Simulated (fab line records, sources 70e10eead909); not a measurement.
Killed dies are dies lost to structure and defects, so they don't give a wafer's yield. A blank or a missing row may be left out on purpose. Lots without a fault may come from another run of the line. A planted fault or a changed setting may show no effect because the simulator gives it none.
fab line records | flow nand_harc | part 1 of 2: steps 1 to 22 of 33
record lots=5 wafers=15 last_day=33
route steps=1302 shown A_M1@1177 A_BONDPAD@1202
lots that met no fault: from a run of the same line without faults
start_h: hours from the record's first day to the start of the lot's first wafer shown | wait_h: hours since the lot's step before | " the same as in the row above | L1.1+2: a row that stands for several wafers | - no value, or no start given | * or withheld: withheld | < > ~ a bound
route shown NAME@n: a module of which the file shows steps, and the number in the route of the first | usual: mean/standard deviation of fault-free wafers | same: alike in all rows | chamber/n: place in a boat | sites: the reading at each site | _std_site: their standard deviation | _edge_site: outer sites' mean less inner sites' | radius_mm: how far each site lies from the wafer's centre | mask NAME#n: copy n | behind: the tool/chamber that last shaped the wafer | hold: why the lot was held/for how many hours/how that ended | device: the transistor (n, p or np) that didn't switch | end of line: the same wafers' tests at the end of the route | a step without rows: its recipe alone | killed: dies lost to structure and defects at the first sort, not the wafer's yield | map: a wafer's dies, x killed, . not, _ none there
set.NAME: the setting as run; set.NAME@STEP: as run at that earlier step | model.NAME: the simulator's own value behind a step, which no gauge read
lots at some steps of the route; a table a step, a row a wafer
services: from which hour (start_h, from the record's first day; less than 0 if before it) a tool's chamber was out of use, for how many hours, and why
## steps
# step NHARC_A_M1_PEB_07
# recipe peb_temp_c=100 peb_time_s=65
# usual chill_plate_temp_C=23.00/0.1
# columns lot.wafer tool chamber start_h wait_h chill_plate_temp_C
L075.2 litho_track-06 0 536.46 0.1 23.02
L075.4 " 0 " " 23.02
L075.6 " 0 " " 23.15
L078.4 litho_track-06 0 562.27 0.0 22.92
L078.5 " 0 " " 22.98
L078.6 " 0 " " 22.96
L082.1 litho_track-04 0 598.98 0.1 23.13
L082.4 " 0 " " 22.95
L082.6 " 0 " " 22.93
L085.3 litho_track-06 0 631.90 0.0 23.00
L085.4 " 0 " " 23.02
L085.5 " 0 " " 23.09
L096.1 litho_track-01 0 744.00 0.1 22.86
L096.4 " 0 " " 22.74
L096.6 " 0 " " 22.95
# step NHARC_A_M1_DEVELOP_08
# recipe develop_time_s=35 dev_temp_c=23
# usual chill_plate_temp_C=23.00/0.11
# columns lot.wafer tool chamber start_h wait_h chill_plate_temp_C
L075.2 litho_track-06 0 - - 23.11
L075.4 " 0 " " 22.98
L075.6 " 0 " " 22.97
L078.4 litho_track-06 0 - - 22.94
L078.5 " 0 " " 23.06
L078.6 " 0 " " 23.12
L082.1 litho_track-04 0 - - 22.97
L082.4 " 0 " " 22.93
L082.6 " 0 " " 23.08
L085.3 litho_track-06 0 - - 23.16
L085.4 " 0 " " 23.18
L085.5 " 0 " " 22.98
L096.1 litho_track-01 0 - - 23.02
L096.4 " 0 " " 22.91
L096.6 " 0 " " 23.00
# step NHARC_A_M1_CD_MEAS_09
# recipe target_cd_nm=120 landing_energy_ev=500
# usual cd_nm=119.7/0.55
# same landing_energy_ev=500
# columns lot.wafer tool chamber start_h wait_h cd_nm
L075.2 cd_sem-01 0 536.54 - 120.1
L075.4 " 0 " " 120.5
L075.6 " 0 " " 120.4
L078.4 cd_sem-03 0 562.36 - 120.4
L078.5 " 0 " " 120.1
L078.6 " 0 " " 120.1
L082.1 cd_sem-01 0 599.06 - 120.6
L082.4 " 0 " " 119.8
L082.6 " 0 " " 119.4
L085.3 cd_sem-02 0 631.98 - 119.8
L085.4 " 0 " " 119.8
L085.5 " 0 " " 119.1
L096.1 cd_sem-03 0 744.08 - 118.8
L096.4 " 0 " " 118.8
L096.6 " 0 " " 119.3
# step NHARC_A_M1_OVL_MEAS_10
# recipe pitch_nm=240
# usual overlay_x_nm=0.1/0.82 overlay_y_nm=-0.1/0.93
# columns lot.wafer tool chamber start_h wait_h overlay_x_nm overlay_y_nm
L075.2 overlay-01 - 536.62 - 0.6 -0.3
L075.4 " - " " 0.1 -1.2
L075.6 " - " " 0.7 -0.7
L078.4 overlay-01 - 562.44 - -1.6 -0.8
L078.5 " - " " -1.7 -0.3
L078.6 " - " " -1.7 -0.6
L082.1 overlay-02 - 599.15 - 0.1 0.1
L082.4 " - " " 0.5 0.2
L082.6 " - " " 0.6 -0.1
L085.3 overlay-02 - 632.06 - 0.8 1.4
L085.4 " - " " 0.4 0.3
L085.5 " - " " 0.7 1.0
L096.1 overlay-02 - 744.16 - 1.2 -1.3
L096.4 " - " " 1.1 -1.6
L096.6 " - " " 0.6 -1.9
# step NHARC_A_M1_INSPECT_11
# usual raw_defect_count=86/38
# columns lot.wafer tool chamber start_h wait_h raw_defect_count
L075.2 defect_inspect-01 - 536.66 0.0 19
L075.4 " - " " 32
L075.6 " - " " 25
L078.4 defect_inspect-01 - 562.48 0.0 82
L078.5 " - " " 61
L078.6 " - " " 79
L082.1 defect_inspect-02 - 599.19 0.0 87
L082.4 " - " " 63
L082.6 " - " " 78
L085.3 defect_inspect-02 - 632.10 0.0 85
L085.4 " - " " 101
L085.5 " - " " 95
L096.1 defect_inspect-01 - 744.20 0.0 76
L096.4 " - " " 73
L096.6 " - " " 51
# step NHARC_A_M1_DESCUM_14
# recipe time_s=3 o2_flow_sccm=200 ar_flow_sccm=0 bias_power_w=0 chemistry=O2
# usual drypump_motor_current_A=5.6/0.42 oes_product_au=1.002/0.012 rf_vpp_V=58.0/0.93 showerhead_plenum_p_Torr=1.93/0.095 throttle_valve_pct=11.311/0.0086
# same bias_power_w=0
# columns lot.wafer tool chamber start_h wait_h drypump_motor_current_A oes_product_au rf_hours_counter_h rf_vpp_V showerhead_plenum_p_Torr throttle_valve_pct
L075.4 rie_diel-09 0 536.72 0.1 5.9 0.991 3 57.2 1.82 11.310
L075.2 " 3 " " 6.5 0.981 4 59.3 1.98 11.304
L075.6 " 0 " " 5.9 0.996 - 57.7 1.82 11.311
L078.4 rie_diel-10 3 562.53 0.1 5.6 1.003 5 58.2 1.82 11.318
L078.5 " 3 " " 5.6 1.008 - 58.8 1.82 11.319
L078.6 " 0 " " 5.7 0.988 - 56.9 2.03 11.322
L082.4 rie_diel-09 3 599.25 0.1 6.5 0.977 9 58.4 1.98 11.306
L082.1 " 2 " " 5.5 0.986 8 56.3 1.77 11.309
L082.6 " 0 " " 5.9 0.986 - 56.7 1.82 11.314
L085.4 rie_diel-09 0 632.17 0.1 6.0 1.003 9 57.7 1.82 11.312
L085.3 " 1 " " 5.2 1.006 9 59.3 1.95 11.311
L085.5 " 0 " " 5.9 1.003 - 58.2 1.82 11.321
L096.1 rie_diel-09 2 744.27 0.1 5.5 1.006 4 56.0 1.77 11.312
L096.4 " 0 " " 5.9 0.979 4 56.9 1.82 11.321
L096.6 " 2 " " 5.5 0.991 - 58.1 1.77 11.314
# step NHARC_A_M1_ETCH_35
# recipe target_depth_a=400 overetch_a=120 time_s=43.94 ion_energy_ev=200 n2_flow_sccm=150 h2_flow_sccm=150 ar_flow_sccm=0 rf_w=400 bias_w=150 chemistry=N2/H2
# usual drypump_motor_current_A=5.6/0.43 oes_product_au=0.999/0.011 rf_vpp_V=431/3 showerhead_plenum_p_Torr=2.06/0.1 throttle_valve_pct=14.172/0.0094
# columns lot.wafer tool chamber start_h wait_h drypump_motor_current_A oes_product_au rf_hours_counter_h rf_vpp_V showerhead_plenum_p_Torr throttle_valve_pct
L075.4 rie_diel-09 3 536.80 0.1 6.5 0.995 4 433 2.11 14.155
L075.2 " 2 " " 5.5 0.989 4 426 1.89 14.173
L075.6 " 3 " " 6.5 0.985 - 432 2.11 14.185
L078.4 rie_diel-10 1 562.62 0.1 5.5 1.007 4 433 2.17 14.167
L078.6 " 0 " " 5.7 0.993 - 434 2.17 14.161
L078.5 " 1 " " 5.5 1.008 - 433 2.17 14.172
L082.4 rie_diel-09 0 599.34 0.1 6.0 0.984 8 428 1.93 14.157
L082.1 " 2 " " 5.5 0.979 8 427 1.88 14.175
L082.6 " 0 " " 5.9 0.992 - 427 1.93 14.163
L085.4 rie_diel-09 0 632.24 0.1 5.9 1.003 9 427 1.93 14.160
L085.3 " 3 " " 6.6 0.988 10 433 2.11 14.186
L085.5 " 1 " " 5.2 1.009 - 431 2.08 14.171
L096.4 rie_diel-09 1 744.35 0.1 5.2 0.995 4 432 2.08 14.173
L096.1 " 3 " " 6.6 1.014 5 431 2.10 14.165
L096.6 " 0 " " 5.9 0.998 - 428 1.93 14.159
# step NHARC_A_M1_ETCH_15
# recipe target_depth_a=1825 time_s=91.2 c4f8_flow_sccm=withheld ar_flow_sccm=400 rf_w=600 bias_w=300 chemistry=C4F8/Ar
# usual oes_product_au=0.944/0.02 rf_vpp_V=441/3
# columns lot.wafer tool chamber start_h wait_h oes_product_au rf_hours_counter_h rf_vpp_V
L075.2 rie_diel-09 2 - - 0.969 4 435
L075.4 " 1 " " 0.967 3 442
L075.6 " 3 " " 0.964 - 444
L078.4 rie_diel-10 1 - - 0.992 4 445
L078.5 " 3 " " 0.947 - 437
L078.6 " 0 " " 0.948 - 444
L082.1 rie_diel-09 1 - - 0.910 7 442
L082.4 " 2 " " 0.921 8 436
L082.6 " 0 " " 0.909 - 441
L085.4 rie_diel-09 1 - - 0.927 9 441
L085.3 " 2 " " 0.911 10 436
L085.5 " 0 " " 0.926 - 437
L096.1 rie_diel-09 2 - - 0.941 4 436
L096.4 " 0 " " 0.961 4 438
L096.6 " 2 " " 0.950 - 436
# step NHARC_A_M1_CD_MEAS_16
# usual cd_nm=119.5/0.75
# columns lot.wafer tool chamber start_h wait_h cd_nm
L075.2 cd_sem-02 - 537.03 - 119.6
L075.4 " - " " 120.0
L075.6 " - " " 119.7
L078.4 cd_sem-02 - 562.85 - 119.4
L078.5 " - " " 119.7
L078.6 " - " " 119.5
L082.1 cd_sem-02 - 599.55 - 120.6
L082.4 " - " " 118.9
L082.6 " - " " 119.6
L085.3 cd_sem-01 - 632.47 - 119.3
L085.4 " - " " 119.4
L085.5 " - " " 119.4
L096.1 cd_sem-02 - 744.57 - 118.3
L096.4 " - " " 119.6
L096.6 " - " " 119.7
# step NHARC_A_M1_STRIP_18
# recipe power_w=1000 n2_flow_sccm=150 h2_flow_sccm=150 ar_flow_sccm=0 bias_w=0 chemistry=N2/H2
# usual drypump_motor_current_A=5.5/0.39 oes_product_au=1.001/0.012 rf_vpp_V=90.7/1.1 showerhead_plenum_p_Torr=2.06/0.11 throttle_valve_pct=14.171/0.0096
# columns lot.wafer tool chamber start_h wait_h drypump_motor_current_A oes_product_au rf_hours_counter_h rf_vpp_V showerhead_plenum_p_Torr throttle_valve_pct
L075.4 rie_diel-10 0 537.10 0.1 5.7 0.980 3 91.4 2.17 14.156
L075.2 " 3 " " 5.5 0.996 4 90.0 1.93 14.186
L075.6 " 0 " " 5.7 0.985 - 90.3 2.17 14.177
L078.4 rie_diel-08 3 562.91 0.1 5.0 1.012 0 90.3 2.01 14.175
L078.5 " 3 " " 5.0 1.010 - 91.4 2.01 14.172
L078.6 " 0 " " 5.5 1.007 - 90.9 1.95 14.164
L082.4 rie_diel-08 3 599.65 0.1 5.0 1.013 2 90.6 2.01 14.160
L082.1 " 1 " " 5.8 0.975 2 91.5 2.19 14.172
L082.6 " 2 " " 5.5 1.018 - 91.2 2.19 14.168
L085.4 rie_diel-10 3 632.56 0.1 5.6 1.008 1 87.5 1.93 14.175
L085.3 " 1 " " 5.5 1.002 1 91.3 2.17 14.181
L085.5 " 3 " " 5.6 1.003 - 89.2 1.93 14.181
L096.4 rie_diel-08 0 744.64 0.1 5.5 1.005 1 89.9 1.95 14.176
L096.1 " 1 " " 5.8 0.999 1 91.1 2.19 14.155
L096.6 " 1 " " 5.8 1.011 - 90.8 2.19 14.166
# step NHARC_A_M1_ETCH_28
# recipe target_depth_a=300 over_etch_frac=0.3 time_s=72.99 ion_energy_ev=150 cf4_flow_sccm=50 n2_flow_sccm=100 ar_flow_sccm=150 rf_w=300 bias_w=100 chemistry=CF4/N2
# usual drypump_motor_current_A=5.5/0.39 oes_product_au=1.001/0.013 rf_vpp_V=314.5/2.2 showerhead_plenum_p_Torr=2.65/0.13 throttle_valve_pct=19.795/0.0092
# columns lot.wafer tool chamber start_h wait_h drypump_motor_current_A oes_product_au rf_hours_counter_h rf_vpp_V showerhead_plenum_p_Torr throttle_valve_pct
L075.4 rie_diel-10 0 - - 5.7 0.979 3 317.1 2.78 19.790
L075.2 " 1 " " 5.5 1.005 3 316.5 2.79 19.789
L075.6 " 0 " " 5.7 0.987 - 316.8 2.78 19.786
L078.4 rie_diel-08 2 - - 5.5 1.004 0 315.3 2.80 19.797
L078.5 " 2 " " 5.5 0.999 - 318.7 2.80 19.789
L078.6 " 3 " " 5.0 1.012 - 314.1 2.59 19.787
L082.4 rie_diel-08 0 - - 5.5 1.019 2 313.0 2.52 19.798
L082.1 " 1 " " 5.8 0.999 2 316.0 2.80 19.787
L082.6 " 2 " " 5.4 1.024 - 316.8 2.80 19.794
L085.3 rie_diel-10 2 - - 5.0 1.006 1 315.5 2.65 19.774
L085.4 " 3 " " 5.5 0.999 1 312.6 2.50 19.785
L085.5 " 2 " " 5.0 0.989 - 314.9 2.65 19.798
L096.4 rie_diel-08 2 - - 5.5 1.011 1 316.1 2.80 19.801
L096.1 " 0 " " 5.5 1.009 1 312.7 2.52 19.793
L096.6 " 2 " " 5.5 1.009 - 316.5 2.80 19.819
# step NHARC_A_M1_STRIP_19
# recipe time_s=600 temp_c=30 chemistry=post_etch_residue_remover
# usual bath_heat_duty_pct=13.3/1.4
# columns lot.wafer tool chamber start_h wait_h bath_heat_duty_pct
L075.6 wet_bench-08 1 537.47 - 13.0
L075.4 " 2 " " 11.6
L075.2 " 4 " " 13.9
L078.6 wet_bench-08 1 563.28 - 11.2
L078.4 " 4 " " 12.3
L078.5 " 5 " " 14.3
L082.4 wet_bench-10 3 600.02 - 14.1
L082.6 " 4 " " 14.3
L082.1 " 5 " " 13.6
L085.3 wet_bench-10 0 632.92 - 13.7
L085.5 " 2 " " 13.2
L085.4 " 3 " " 15.3
L096.4 wet_bench-08 0 745.02 - 12.7
L096.1 " 1 " " 12.1
L096.6 " 3 " " 14.6
# step NHARC_A_M1_DEGAS_29
# recipe temp_c=250 time_s=60
# usual heater_power_w=319/26
# columns lot.wafer tool chamber start_h wait_h heater_power_w
L075.2 pvd_sputter-01 - 537.75 - 317
L075.4 " - " " 320
L075.6 " - " " 318
L078.4 pvd_sputter-01 - 563.56 - 315
L078.5 " - " " 323
L078.6 " - " " 328
L082.4 pvd_sputter-03 - 600.27 - 317
L082.1 " - " " 354
L082.6 " - " " 311
L085.4 pvd_sputter-03 - 633.23 - 302
L085.3 " - " " 278
L085.5 " - " " 321
L096.1 pvd_sputter-03 - 745.28 - 275
L096.4 " - " " 341
L096.6 " - " " 278
# step NHARC_A_M1_PRE_CLEAN_30
# recipe time_s=30 temp_c=280 gas=H2/He
# usual heater_power_w=390/31
# columns lot.wafer tool chamber start_h wait_h heater_power_w
L075.2 pvd_sputter-01 - - - 394
L075.4 " - " " 388
L075.6 " - " " 392
L078.4 pvd_sputter-01 - - - 385
L078.5 " - " " 395
L078.6 " - " " 398
L082.4 pvd_sputter-03 - - - 378
L082.1 " - " " 446
L082.6 " - " " 387
L085.4 pvd_sputter-03 - - - 437
L085.3 " - " " 391
L085.5 " - " " 386
L096.4 pvd_sputter-03 - - - 418
L096.1 " - " " 347
L096.6 " - " " 420
# step NHARC_A_M1_PVD_20
# recipe target_thk_a=50 bias_v=168.6 power_w=15000 chamber_pressure_pa=0.12 time_s=8.06 substrate_temp_c=50 material=TaN
# usual cathode_dc_power_W=15000/2.6 throttle_valve_pct=29.9/0.68
# columns lot.wafer tool chamber start_h wait_h cathode_dc_power_W throttle_valve_pct
L075.2 pvd_sputter-01 - - - 14998 30.1
L075.4 " - " " 14996 29.8
L075.6 " - " " 15001 30.7
L078.4 pvd_sputter-01 - - - 15002 30.3
L078.6 " - " " 15002 30.7
L078.5 " - " " 15002 28.8
L082.4 pvd_sputter-03 - - - 15005 29.5
L082.1 " - " " 14995 30.1
L082.6 " - " " 14994 29.3
L085.4 pvd_sputter-03 - - - 14997 29.2
L085.3 " - " " 15000 30.2
L085.5 " - " " 15004 29.3
L096.1 pvd_sputter-03 - - - 15002 30.6
L096.4 " - " " 15001 30.3
L096.6 " - " " 15001 29.3
# step NHARC_A_M1_PVD_21
# recipe target_thk_a=300 chamber_pressure_pa=5 power_w=5000 substrate_temp_c=30 time_s=20.49 material=Cu
# usual cathode_dc_power_W=4999.9/0.87 throttle_valve_pct=29.9/0.65
# columns lot.wafer tool chamber start_h wait_h cathode_dc_power_W throttle_valve_pct
L075.2 pvd_sputter-01 - - - 5000.1 30.1
L075.4 " - " " 4999.0 31.0
L075.6 " - " " 5000.9 30.0
L078.4 pvd_sputter-01 - - - 4998.7 29.2
L078.6 " - " " 5001.4 30.1
L078.5 " - " " 5001.1 30.9
L082.1 pvd_sputter-03 - - - 5000.9 30.3
L082.4 " - " " 4999.6 29.7
L082.6 " - " " 4999.9 29.4
L085.3 pvd_sputter-03 - - - 4998.3 29.8
L085.4 " - " " 5000.4 30.1
L085.5 " - " " 4999.4 29.2
L096.4 pvd_sputter-03 - - - 5000.9 29.2
L096.1 " - " " 5001.6 30.5
L096.6 " - " " 5000.4 29.3
# step NHARC_A_M1_ECD_22
# recipe target_thk_a=4000 bath_temp_c=25 material=Cu
# usual bath_heat_duty_pct=6.4/0.5
# columns lot.wafer tool chamber start_h wait_h bath_heat_duty_pct
L075.2 ecd_cu-02 0 538.11 - 6.6
L075.4 " 0 " " 6.6
L075.6 " 1 " " 6.7
L078.4 ecd_cu-02 0 564.06 - 6.2
L078.5 " 1 " " 5.8
L078.6 " 0 " " 6.0
L082.1 ecd_cu-01 0 602.75 - 6.6
L082.4 " 1 " " 6.3
L082.6 " 0 " " 6.7
L085.4 ecd_cu-02 0 633.68 - 7.8
L085.3 " 1 " " 6.1
L085.5 " 1 " " 5.9
L096.1 ecd_cu-01 1 745.64 - 5.8
L096.4 " 1 " " 6.4
L096.6 " 1 " " 5.8
# step NHARC_A_M1_ANNEAL_31
# recipe temp_c=225 time_s=90
# usual wafer_temp_C_max=226.21/0.27
# columns lot.wafer tool chamber start_h wait_h wafer_temp_C_max
L075.2 rtp_anneal-02 0 538.54 0.4 225.93
L075.4 " 0 " " 226.08
L075.6 " 0 " " 226.09
L078.4 rtp_anneal-01 0 564.44 - 226.17
L078.5 " 0 " " 226.81
L078.6 " 0 " " 226.15
L082.1 rtp_anneal-01 0 603.08 - 226.78
L082.4 " 0 " " 226.05
L082.6 " 0 " " 226.41
L085.3 rtp_anneal-01 0 634.06 - 225.87
L085.4 " 0 " " 226.21
L085.5 " 0 " " 225.99
L096.1 rtp_anneal-01 0 746.02 0.3 226.16
L096.4 " 0 " " 226.18
L096.6 " 0 " " 226.55
# step NHARC_A_M1_CMP_23
# recipe t_overpolish_s=20 target_thk_nm=154.34
# usual motor_current_A=12.3/1.4 retaining_ring_pressure_frac=1.001/0.0052 time_to_endpoint_s=29.2/2.2
# columns lot.wafer tool chamber start_h wait_h motor_current_A retaining_ring_pressure_frac time_to_endpoint_s
L075.2 cmp-01 2 538.89 - 11.0 1.004 29.7
L075.4 " 3 " " 11.1 0.995 26.8
L075.6 " 0 " " 11.5 1.004 26.1
L078.4 cmp-04 0 564.71 - 9.6 0.999 30.0
L078.5 " 2 " " 12.6 0.996 30.3
L078.6 " 3 " " 12.2 1.007 35.4
L082.1 cmp-03 1 603.43 - 12.0 1.003 27.7
L082.4 " 0 " " 12.6 0.998 25.2
L082.6 " 1 " " 11.9 0.993 26.7
L085.3 cmp-04 3 634.31 - 12.0 0.994 32.8
L085.4 " 1 " " 16.4 0.990 31.9
L085.5 " 3 " " 11.8 0.990 32.8
L096.4 cmp-03 3 746.36 - 13.1 0.993 26.1
L096.1 " 2 " " 14.3 1.006 27.8
L096.6 " 0 " " 12.7 1.002 25.9
# step NHARC_A_M1_THK_MEAS_24
# recipe thk_meas_gauge=xrf
# usual thk_nm=154.1/1.4
# columns lot.wafer tool chamber start_h wait_h thk_nm
L075.2 film_metro-01 - 539.15 - 155.2
L075.4 " - " " 153.5
L075.6 " - " " 155.7
L078.4 film_metro-02 - 564.97 - 156.4
L078.5 " - " " 155.4
L078.6 " - " " 156.5
L082.1 film_metro-02 - 603.75 - 154.5
L082.4 " - " " 153.0
L082.6 " - " " 153.9
L085.3 film_metro-02 - 634.62 - 152.5
L085.4 " - " " 154.0
L085.5 " - " " 155.4
L096.1 film_metro-02 - 746.67 - 153.3
L096.4 " - " " 154.4
L096.6 " - " " 152.5
# step NHARC_A_M1_SRD_25
# columns lot.wafer tool chamber start_h wait_h
L075.2+6+4 wet_bench-10 1,2,4 539.20 0.0
L078.4+5+6 wet_bench-08 3,4,5 565.01 0.0
L082.4+6+1 wet_bench-08 1,2,4 603.79 0.0
L085.3+4+5 wet_bench-10 1,2,4 634.66 0.0
L096.6+4+1 wet_bench-10 2,3,5 746.72 0.0
# step NHARC_A_M1_INSPECT_27
# usual raw_defect_count=610/160
# columns lot.wafer tool chamber start_h wait_h raw_defect_count
L075.2 defect_inspect-01 - 539.31 0.0 454
L075.4 " - " " 354
L075.6 " - " " 613
L078.4 defect_inspect-01 - 565.13 0.0 543
L078.5 " - " " 482
L078.6 " - " " 637
L082.1 defect_inspect-01 - 603.90 0.0 540
L082.4 " - " " 515
L082.6 " - " " 551
L085.3 defect_inspect-02 - 634.81 0.0 372
L085.4 " - " " 443
L085.5 " - " " 471
L096.1 defect_inspect-01 - 746.83 0.0 583
L096.4 " - " " 515
L096.6 " - " " 511
